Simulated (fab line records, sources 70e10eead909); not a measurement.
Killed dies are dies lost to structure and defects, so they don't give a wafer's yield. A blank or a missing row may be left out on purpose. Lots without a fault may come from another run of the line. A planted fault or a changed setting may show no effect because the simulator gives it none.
fab line records | flow nand_harc | part 1 of 2: steps 1 to 19 of 27
record lots=5 wafers=15 last_day=24
route steps=1159 shown A_CONTACT@855
lots that met no fault: from a run of the same line without faults
start_h: hours from the record's first day to the start of the lot's first wafer shown | wait_h: hours since the lot's step before | " the same as in the row above | L1.1+2: a row that stands for several wafers | - no value, or no start given | * or withheld: withheld | < > ~ a bound
route shown NAME@n: a module of which the file shows steps, and the number in the route of the first | usual: mean/standard deviation of fault-free wafers | same: alike in all rows | chamber/n: place in a boat | sites: the reading at each site | _std_site: their standard deviation | _edge_site: outer sites' mean less inner sites' | radius_mm: how far each site lies from the wafer's centre | mask NAME#n: copy n | behind: the tool/chamber that last shaped the wafer | hold: why the lot was held/for how many hours/how that ended | device: the transistor (n, p or np) that didn't switch | end of line: the same wafers' tests at the end of the route | a step without rows: its recipe alone | killed: dies lost to structure and defects at the first sort, not the wafer's yield | map: a wafer's dies, x killed, . not, _ none there
set.NAME: the setting as run; set.NAME@STEP: as run at that earlier step | model.NAME: the simulator's own value behind a step, which no gauge read
lots at some steps of the route; a table a step, a row a wafer
services: from which hour (start_h, from the record's first day; less than 0 if before it) a tool's chamber was out of use, for how many hours, and why
## steps
# step NHARC_A_CONTACT_OVL_MEAS_43
# usual overlay_x_nm=-0.2/0.63 overlay_y_nm=0.0/0.88
# columns lot.wafer tool chamber start_h wait_h overlay_x_nm overlay_y_nm
L079.2 overlay-02 - 385.61 - 0.2 -0.6
L079.3 " - " " 0.0 -0.7
L079.6 " - " " 0.2 -0.1
L080.1 overlay-02 - 395.42 - -0.1 0.6
L080.3 " - " " 1.4 0.7
L080.4 " - " " 0.5 0.4
L087.1 overlay-01 - 451.74 - 0.5 -0.7
L087.5 " - " " 0.5 -0.8
L087.6 " - " " -0.1 -0.9
L090.2 overlay-01 - 482.51 - -0.2 -1.7
L090.5 " - " " -0.1 -1.6
L090.6 " - " " 0.2 -1.7
L094.2 overlay-02 - 498.71 - -0.8 0.6
L094.4 " - " " 0.1 -0.1
L094.6 " - " " -0.5 -0.1
# step NHARC_A_CONTACT_INSPECT_44
# usual raw_defect_count=32/17
# columns lot.wafer tool chamber start_h wait_h raw_defect_count
L079.2 defect_inspect-01 - 385.64 0.0 18
L079.3 " - " " 14
L079.6 " - " " 12
L080.1 defect_inspect-02 - 395.46 0.0 22
L080.3 " - " " 25
L080.4 " - " " 23
L087.1 defect_inspect-01 - 451.77 0.0 32
L087.5 " - " " 24
L087.6 " - " " 31
L090.2 defect_inspect-02 - 482.55 0.0 60
L090.5 " - " " 46
L090.6 " - " " 37
L094.2 defect_inspect-01 - 498.74 0.0 71
L094.4 " - " " 53
L094.6 " - " " 60
# step NHARC_A_CONTACT_DESCUM_47
# recipe time_s=3 o2_flow_sccm=200 ar_flow_sccm=0 bias_power_w=0 chemistry=O2
# usual drypump_motor_current_A=5.6/0.44 oes_product_au=1.001/0.013 rf_vpp_V=57.6/0.91 showerhead_plenum_p_Torr=1.87/0.091 throttle_valve_pct=11.311/0.0095
# same time_s=3
# columns lot.wafer tool chamber start_h wait_h drypump_motor_current_A oes_product_au rf_hours_counter_h rf_vpp_V showerhead_plenum_p_Torr throttle_valve_pct
L079.2 rie_diel-11 2 385.71 0.1 5.1 1.000 2 56.2 1.82 11.311
L079.3 " 0 " " 6.0 1.008 2 58.9 1.95 11.311
L079.6 " 1 " " 5.1 1.001 - 57.3 1.79 11.314
L080.4 rie_diel-05 3 395.52 0.1 5.5 1.013 11 57.5 1.83 11.287
L080.3 " 1 " " 5.4 0.996 11 56.9 1.85 11.297
L080.1 " 2 " " 5.6 0.975 12 57.3 1.83 11.310
L087.1 rie_diel-05 2 451.83 0.1 5.6 0.981 22 57.1 1.83 11.315
L087.6 " 2 " " 5.6 0.973 - 57.6 1.83 11.320
L087.5 " 3 " " 5.5 0.998 - 57.5 1.83 11.311
L090.2 rie_diel-07 3 482.61 0.1 5.4 0.991 23 60.5 2.03 11.318
L090.5 " 2 " " 6.7 0.982 - 58.4 1.86 11.324
L090.6 " 3 " " 5.4 0.995 - 58.0 2.03 11.312
L094.4 rie_diel-11 0 498.82 0.1 6.0 1.000 39 57.0 1.93 11.311
L094.2 " 1 " " 5.1 1.001 37 55.7 1.78 11.336
L094.6 " 3 " " 5.5 0.999 - 56.6 1.80 11.309
# step NHARC_A_CONTACT_ETCH_48
# recipe target_depth_a=390 over_etch_frac=0.3 time_s=65 ion_energy_ev=80 cf4_flow_sccm=150 ar_flow_sccm=0 rf_w=300 bias_w=100 chemistry=CF4
# usual drypump_motor_current_A=5.6/0.43 oes_product_au=1.003/0.014 rf_vpp_V=150.9/1.2 showerhead_plenum_p_Torr=1.73/0.079 throttle_valve_pct=13.283/0.0097
# same time_s=65
# columns lot.wafer tool chamber start_h wait_h drypump_motor_current_A oes_product_au rf_hours_counter_h rf_vpp_V showerhead_plenum_p_Torr throttle_valve_pct
L079.2 rie_diel-11 1 385.79 0.1 5.1 0.999 2 151.2 1.67 13.290
L079.3 " 2 " " 5.1 1.008 2 150.5 1.69 13.278
L079.6 " 1 " " 5.1 0.995 - 148.4 1.67 13.296
L080.4 rie_diel-05 3 395.60 0.1 5.5 1.017 11 150.7 1.70 13.283
L080.1 " 0 " " 5.6 0.998 11 150.4 1.66 13.284
L080.3 " 1 " " 5.4 1.000 11 150.6 1.71 13.280
L087.1 rie_diel-05 3 451.93 0.1 5.5 1.010 21 149.8 1.70 13.293
L087.5 " 2 " " 5.6 0.974 - 151.1 1.70 13.290
L087.6 " 3 " " 5.5 1.007 - 150.3 1.70 13.291
L090.2 rie_diel-07 0 482.70 0.1 5.3 1.029 20 152.9 1.90 13.291
L090.5 " 3 " " 5.4 0.988 - 154.2 1.87 13.276
L090.6 " 0 " " 5.3 1.032 - 152.8 1.90 13.290
L094.4 rie_diel-11 2 498.94 0.1 5.1 1.009 38 150.0 1.68 13.272
L094.2 " 1 " " 5.1 0.996 37 150.8 1.66 13.281
L094.6 " 3 " " 5.5 1.004 - 149.4 1.67 13.275
# step NHARC_A_CONTACT_ETCH_49
# recipe target_depth_a=2600 over_etch_frac=0.3 time_s=475.3 ion_energy_ev=200 n2_flow_sccm=150 h2_flow_sccm=150 ar_flow_sccm=0 rf_w=400 bias_w=150 chemistry=N2/H2
# usual drypump_motor_current_A=5.6/0.44 oes_product_au=1.001/0.015 rf_vpp_V=429.2/2.9 showerhead_plenum_p_Torr=1.99/0.097 throttle_valve_pct=14.170/0.0083
# same time_s=475.3
# columns lot.wafer tool chamber start_h wait_h drypump_motor_current_A oes_product_au rf_hours_counter_h rf_vpp_V showerhead_plenum_p_Torr throttle_valve_pct
L079.3 rie_diel-11 2 - - 5.1 1.013 2 429.0 1.94 14.182
L079.2 " 0 " " 6.0 0.997 2 431.5 2.08 14.160
L079.6 " 2 " " 5.1 0.999 - 427.2 1.94 14.181
L080.4 rie_diel-05 2 - - 5.6 0.967 12 428.5 1.95 14.172
L080.3 " 3 " " 5.5 1.023 11 427.9 1.95 14.178
L080.1 " 0 " " 5.6 0.992 11 428.7 1.90 14.159
L087.1 rie_diel-05 1 - - 5.4 0.998 19 428.8 1.97 14.168
L087.5 " 3 " " 5.5 1.020 - 427.0 1.95 14.168
L087.6 " 0 " " 5.5 1.010 - 425.7 1.90 14.161
L090.2 rie_diel-07 2 - - 6.7 0.985 25 428.9 1.99 14.176
L090.6 " 3 " " 5.4 0.976 - 434.7 2.17 14.175
L090.5 " 0 " " 5.3 1.016 - 436.0 2.21 14.173
L094.4 rie_diel-11 1 - - 5.1 0.983 37 426.0 1.90 14.168
L094.2 " 3 " " 5.5 0.987 40 427.4 1.91 14.168
L094.6 " 1 " " 5.1 0.993 - 426.8 1.90 14.172
# step NHARC_A_CONTACT_ETCH_50
# recipe target_depth_a=847 time_s=42.4 cf4_flow_sccm=100 chf3_flow_sccm=30 ar_flow_sccm=0 rf_w=500 bias_w=200 chemistry=CF4/CHF3
# usual drypump_motor_current_A=5.6/0.44 oes_product_au=0.954/0.023 rf_vpp_V=369.5/2.5 showerhead_plenum_p_Torr=1.54/0.068 throttle_valve_pct=16.802/0.0091
# same time_s=42.4
# columns lot.wafer tool chamber start_h wait_h drypump_motor_current_A oes_product_au rf_hours_counter_h rf_vpp_V showerhead_plenum_p_Torr throttle_valve_pct
L079.3 rie_diel-11 1 - - 5.1 0.952 2 366.5 1.48 16.803
L079.2 " 3 " " 5.5 0.985 2 367.6 1.49 16.801
L079.6 " 1 " " 5.1 0.952 - 366.5 1.48 16.807
L080.3 rie_diel-05 2 - - 5.6 0.948 12 367.8 1.51 16.806
L080.1 " 3 " " 5.5 0.976 12 368.0 1.51 16.814
L080.4 " 0 " " 5.6 0.958 11 366.7 1.48 16.810
L087.1 rie_diel-05 0 - - 5.6 0.997 21 366.9 1.47 16.818
L087.5 " 1 " " 5.4 0.975 - 369.1 1.52 16.805
L087.6 " 2 " " 5.6 0.949 - 368.1 1.51 16.787
L090.2 rie_diel-07 1 - - 6.4 0.944 21 371.7 1.61 16.793
L090.5 " 0 " " 5.3 0.944 - 374.8 1.69 16.800
L090.6 " 1 " " 6.4 0.946 - 372.3 1.61 16.801
L094.2 rie_diel-11 3 - - 5.5 0.919 40 368.0 1.48 16.801
L094.4 " 0 " " 6.0 0.921 39 370.5 1.59 16.804
L094.6 " 3 " " 5.5 0.928 - 369.1 1.48 16.804
# step NHARC_A_CONTACT_ETCH_51
# recipe target_depth_a=36000 over_etch_frac=0.3 time_s=936 ion_energy_ev=150 o2_flow_sccm=400 cos_flow_sccm=20 ar_flow_sccm=0 rf_w=500 bias_w=300 chemistry=O2/COS
# usual drypump_motor_current_A=5.6/0.44 oes_product_au=1.002/0.014 rf_vpp_V=313.3/2.1 showerhead_plenum_p_Torr=3.06/0.14 throttle_valve_pct=28.331/0.01
# same time_s=936
# columns lot.wafer tool chamber start_h wait_h drypump_motor_current_A oes_product_au rf_hours_counter_h rf_vpp_V showerhead_plenum_p_Torr throttle_valve_pct
L079.2 rie_diel-11 2 - - 5.1 1.002 2 311.8 2.98 28.325
L079.3 " 3 " " 5.5 1.005 2 311.3 2.96 28.306
L079.6 " 3 " " 5.5 1.017 - 312.8 2.96 28.332
L080.4 rie_diel-05 2 - - 5.6 0.991 12 312.6 3.00 28.342
L080.1 " 3 " " 5.5 1.023 12 313.9 3.00 28.327
L080.3 " 0 " " 5.6 1.007 11 310.3 2.93 28.330
L087.1 rie_diel-05 1 - - 5.4 1.001 19 311.5 3.02 28.326
L087.5 " 2 " " 5.6 0.976 - 312.1 2.99 28.300
L087.6 " 3 " " 5.5 1.026 - 314.4 2.99 28.331
L090.2 rie_diel-07 0 - - 5.3 1.025 20 316.9 3.36 28.337
L090.5 " 3 " " 5.4 0.993 - 317.1 3.30 28.315
L090.6 " 0 " " 5.3 1.015 - 316.4 3.36 28.332
L094.4 rie_diel-11 2 - - 5.1 1.005 38 311.4 2.97 28.332
L094.2 " 3 " " 5.5 1.001 40 312.2 2.94 28.331
L094.6 " 3 " " 5.5 0.990 - 313.0 2.94 28.343
# step NHARC_A_CONTACT_ETCH_111
# recipe source_w=withheld pressure_mtorr=20 bias_v=withheld time_s=140 target_depth_a=7000 ar_flow_sccm=withheld c4f8_flow_sccm=withheld o2_flow_sccm=withheld chemistry=C4F8/O2/Ar
# same time_s=140
# columns lot.wafer tool chamber start_h wait_h rf_hours_counter_h
L079.2 har_cap_etch-01 0 386.96 - 58
L079.3 " 0 " " -
L079.6 " 0 " " -
L080.1 har_cap_etch-01 0 396.83 - 60
L080.3 " 1 " " -
L080.4 " 0 " " -
L087.1 har_cap_etch-03 0 453.14 - 95
L087.6 " 1 " " -
L087.5 " 0 " " -
L090.2 har_cap_etch-01 1 483.91 - 72
L090.6 " 0 " " -
L090.5 " 1 " " -
L094.2 har_cap_etch-03 1 500.23 - 103
L094.4 " 0 " " -
L094.6 " 1 " " -
# step NHARC_A_CONTACT_ETCH_112
# recipe source_w=withheld pressure_mtorr=20 bias_v=3000 time_s=94 target_depth_a=9220 ar_flow_sccm=withheld c4f8_flow_sccm=withheld o2_flow_sccm=withheld chemistry=C4F8/O2/Ar
# same time_s=94
# columns lot.wafer tool chamber start_h wait_h rf_hours_counter_h
L079.2 har_cap_etch-01 0 387.23 0.2 58
L079.3 " 0 " " -
L079.6 " 0 " " -
L080.1 har_cap_etch-01 0 397.01 0.1 60
L080.3 " 1 " " -
L080.4 " 0 " " -
L087.1 har_cap_etch-03 0 453.38 0.2 96
L087.6 " 1 " " -
L087.5 " 0 " " -
L090.2 har_cap_etch-01 1 484.09 0.1 72
L090.6 " 0 " " -
L090.5 " 1 " " -
L094.2 har_cap_etch-03 1 500.41 0.1 103
L094.4 " 0 " " -
L094.6 " 1 " " -
# step NHARC_A_CONTACT_ETCH_113
# recipe source_w=withheld pressure_mtorr=20 bias_v=3000 time_s=94 target_depth_a=9220 ar_flow_sccm=withheld c4f8_flow_sccm=withheld o2_flow_sccm=withheld chemistry=C4F8/O2/Ar
# same time_s=94
# columns lot.wafer tool chamber start_h wait_h rf_hours_counter_h
L079.2 har_cap_etch-01 0 387.35 0.1 58
L079.3 " 0 " " -
L079.6 " 0 " " -
L080.1 har_cap_etch-01 0 397.10 0.1 61
L080.3 " 1 " " -
L080.4 " 0 " " -
L087.1 har_cap_etch-03 0 453.51 0.1 96
L087.6 " 1 " " -
L087.5 " 0 " " -
L090.2 har_cap_etch-01 1 484.18 0.1 72
L090.6 " 0 " " -
L090.5 " 1 " " -
L094.2 har_cap_etch-03 1 500.51 0.1 103
L094.4 " 0 " " -
L094.6 " 1 " " -
# step NHARC_A_CONTACT_ETCH_114
# recipe source_w=withheld pressure_mtorr=20 bias_v=3000 time_s=94 target_depth_a=9220 ar_flow_sccm=withheld c4f8_flow_sccm=withheld o2_flow_sccm=withheld chemistry=C4F8/O2/Ar
# same time_s=94
# columns lot.wafer tool chamber start_h wait_h rf_hours_counter_h
L079.2 har_cap_etch-01 0 387.47 0.1 58
L079.3 " 0 " " -
L079.6 " 0 " " -
L080.1 har_cap_etch-01 0 397.19 0.1 61
L080.3 " 1 " " -
L080.4 " 0 " " -
L087.1 har_cap_etch-03 0 453.63 0.1 96
L087.6 " 1 " " -
L087.5 " 0 " " -
L090.2 har_cap_etch-01 1 484.27 0.1 72
L090.6 " 0 " " -
L090.5 " 1 " " -
L094.2 har_cap_etch-03 1 500.60 0.1 103
L094.4 " 0 " " -
L094.6 " 1 " " -
# step NHARC_A_CONTACT_ETCH_115
# recipe source_w=withheld pressure_mtorr=20 bias_v=3000 time_s=94 target_depth_a=9220 ar_flow_sccm=withheld c4f8_flow_sccm=withheld o2_flow_sccm=withheld chemistry=C4F8/O2/Ar
# same time_s=94
# columns lot.wafer tool chamber start_h wait_h rf_hours_counter_h
L079.2 har_cap_etch-01 0 387.59 0.1 58
L079.3 " 0 " " -
L079.6 " 0 " " -
L080.1 har_cap_etch-01 0 397.28 0.1 61
L080.3 " 1 " " -
L080.4 " 0 " " -
L087.1 har_cap_etch-03 0 453.75 0.1 96
L087.6 " 1 " " -
L087.5 " 0 " " -
L090.2 har_cap_etch-01 1 484.36 0.1 72
L090.6 " 0 " " -
L090.5 " 1 " " -
L094.2 har_cap_etch-03 1 500.69 0.1 103
L094.4 " 0 " " -
L094.6 " 1 " " -
# step NHARC_A_CONTACT_ETCH_116
# recipe source_w=withheld pressure_mtorr=20 bias_v=3000 time_s=94 target_depth_a=9220 ar_flow_sccm=withheld c4f8_flow_sccm=withheld o2_flow_sccm=withheld chemistry=C4F8/O2/Ar
# same time_s=94
# columns lot.wafer tool chamber start_h wait_h rf_hours_counter_h
L079.2 har_cap_etch-01 0 387.71 0.1 58
L079.3 " 0 " " -
L079.6 " 0 " " -
L080.1 har_cap_etch-01 0 397.37 0.1 61
L080.3 " 1 " " -
L080.4 " 0 " " -
L087.1 har_cap_etch-03 0 453.87 0.1 96
L087.6 " 1 " " -
L087.5 " 0 " " -
L090.2 har_cap_etch-01 1 484.45 0.1 72
L090.6 " 0 " " -
L090.5 " 1 " " -
L094.2 har_cap_etch-03 1 500.78 0.1 103
L094.4 " 0 " " -
L094.6 " 1 " " -
# step NHARC_A_CONTACT_ETCH_117
# recipe source_w=withheld pressure_mtorr=20 bias_v=3000 time_s=94 target_depth_a=9220 ar_flow_sccm=withheld c4f8_flow_sccm=withheld o2_flow_sccm=withheld chemistry=C4F8/O2/Ar
# same time_s=94
# columns lot.wafer tool chamber start_h wait_h rf_hours_counter_h
L079.2 har_cap_etch-01 0 387.83 0.1 58
L079.3 " 0 " " -
L079.6 " 0 " " -
L080.1 har_cap_etch-01 0 397.47 0.1 61
L080.3 " 1 " " -
L080.4 " 0 " " -
L087.1 har_cap_etch-03 0 453.99 0.1 96
L087.6 " 1 " " -
L087.5 " 0 " " -
L090.2 har_cap_etch-01 1 484.55 0.1 73
L090.6 " 0 " " -
L090.5 " 1 " " -
L094.2 har_cap_etch-03 1 500.87 0.1 104
L094.4 " 0 " " -
L094.6 " 1 " " -
# step NHARC_A_CONTACT_ETCH_118
# recipe source_w=withheld pressure_mtorr=20 bias_v=3000 time_s=94 target_depth_a=9220 ar_flow_sccm=withheld c4f8_flow_sccm=withheld o2_flow_sccm=withheld chemistry=C4F8/O2/Ar
# same time_s=94
# columns lot.wafer tool chamber start_h wait_h rf_hours_counter_h
L079.2 har_cap_etch-01 0 387.95 0.1 59
L079.3 " 0 " " -
L079.6 " 0 " " -
L080.1 har_cap_etch-01 0 397.56 0.1 61
L080.3 " 1 " " -
L080.4 " 0 " " -
L087.1 har_cap_etch-03 0 454.11 0.1 96
L087.6 " 1 " " -
L087.5 " 0 " " -
L090.2 har_cap_etch-01 1 484.64 0.1 73
L090.6 " 0 " " -
L090.5 " 1 " " -
L094.2 har_cap_etch-03 1 500.96 0.1 104
L094.4 " 0 " " -
L094.6 " 1 " " -
# step NHARC_A_CONTACT_ETCH_119
# recipe source_w=withheld pressure_mtorr=20 bias_v=3000 time_s=94 target_depth_a=9220 ar_flow_sccm=withheld c4f8_flow_sccm=withheld o2_flow_sccm=withheld chemistry=C4F8/O2/Ar
# same time_s=94
# columns lot.wafer tool chamber start_h wait_h rf_hours_counter_h
L079.2 har_cap_etch-01 0 388.07 0.1 59
L079.3 " 0 " " -
L079.6 " 0 " " -
L080.1 har_cap_etch-01 0 397.65 0.1 61
L080.3 " 1 " " -
L080.4 " 0 " " -
L087.1 har_cap_etch-03 0 454.23 0.1 96
L087.6 " 1 " " -
L087.5 " 0 " " -
L090.2 har_cap_etch-01 1 484.73 0.1 73
L090.6 " 0 " " -
L090.5 " 1 " " -
L094.2 har_cap_etch-03 1 501.05 0.1 104
L094.4 " 0 " " -
L094.6 " 1 " " -
# step NHARC_A_CONTACT_ETCH_120
# recipe source_w=withheld pressure_mtorr=20 bias_v=3000 time_s=94 target_depth_a=9220 ar_flow_sccm=withheld c4f8_flow_sccm=withheld o2_flow_sccm=withheld chemistry=C4F8/O2/Ar
# same time_s=94
# columns lot.wafer tool chamber start_h wait_h rf_hours_counter_h
L079.2 har_cap_etch-01 0 388.20 0.1 59
L079.3 " 0 " " -
L079.6 " 0 " " -
L080.1 har_cap_etch-01 0 397.74 0.1 61
L080.3 " 1 " " -
L080.4 " 0 " " -
L087.1 har_cap_etch-03 0 454.35 0.1 96
L087.6 " 1 " " -
L087.5 " 0 " " -
L090.2 har_cap_etch-01 1 484.82 0.1 73
L090.6 " 0 " " -
L090.5 " 1 " " -
L094.2 har_cap_etch-03 1 501.14 0.1 104
L094.4 " 0 " " -
L094.6 " 1 " " -
# step NHARC_A_CONTACT_ETCH_121
# recipe source_w=withheld pressure_mtorr=20 bias_v=3000 time_s=94 target_depth_a=9220 ar_flow_sccm=withheld c4f8_flow_sccm=withheld o2_flow_sccm=withheld chemistry=C4F8/O2/Ar
# same time_s=94
# columns lot.wafer tool chamber start_h wait_h rf_hours_counter_h
L079.2 har_cap_etch-01 0 388.32 0.1 59
L079.3 " 0 " " -
L079.6 " 0 " " -
L080.1 har_cap_etch-01 0 397.83 0.1 61
L080.3 " 1 " " -
L080.4 " 0 " " -
L087.1 har_cap_etch-03 0 454.47 0.1 96
L087.6 " 1 " " -
L087.5 " 0 " " -
L090.2 har_cap_etch-01 1 484.91 0.1 73
L090.6 " 0 " " -
L090.5 " 1 " " -
L094.2 har_cap_etch-03 1 501.23 0.1 104
L094.4 " 0 " " -
L094.6 " 1 " " -
# step NHARC_A_CONTACT_ETCH_122
# recipe source_w=withheld pressure_mtorr=20 bias_v=3000 time_s=95 target_depth_a=9300 ar_flow_sccm=withheld c4f8_flow_sccm=withheld o2_flow_sccm=withheld chemistry=C4F8/O2/Ar
# same time_s=95
# columns lot.wafer tool chamber start_h wait_h rf_hours_counter_h
L079.2 har_cap_etch-01 0 388.44 0.1 59
L079.3 " 0 " " -
L079.6 " 0 " " -
L080.1 har_cap_etch-01 0 397.92 0.1 61
L080.3 " 1 " " -
L080.4 " 0 " " -
L087.1 har_cap_etch-03 0 454.59 0.1 96
L087.6 " 1 " " -
L087.5 " 0 " " -
L090.2 har_cap_etch-01 1 485.00 0.1 73
L090.6 " 0 " " -
L090.5 " 1 " " -
L094.2 har_cap_etch-03 1 501.32 0.1 104
L094.4 " 0 " " -
L094.6 " 1 " " -
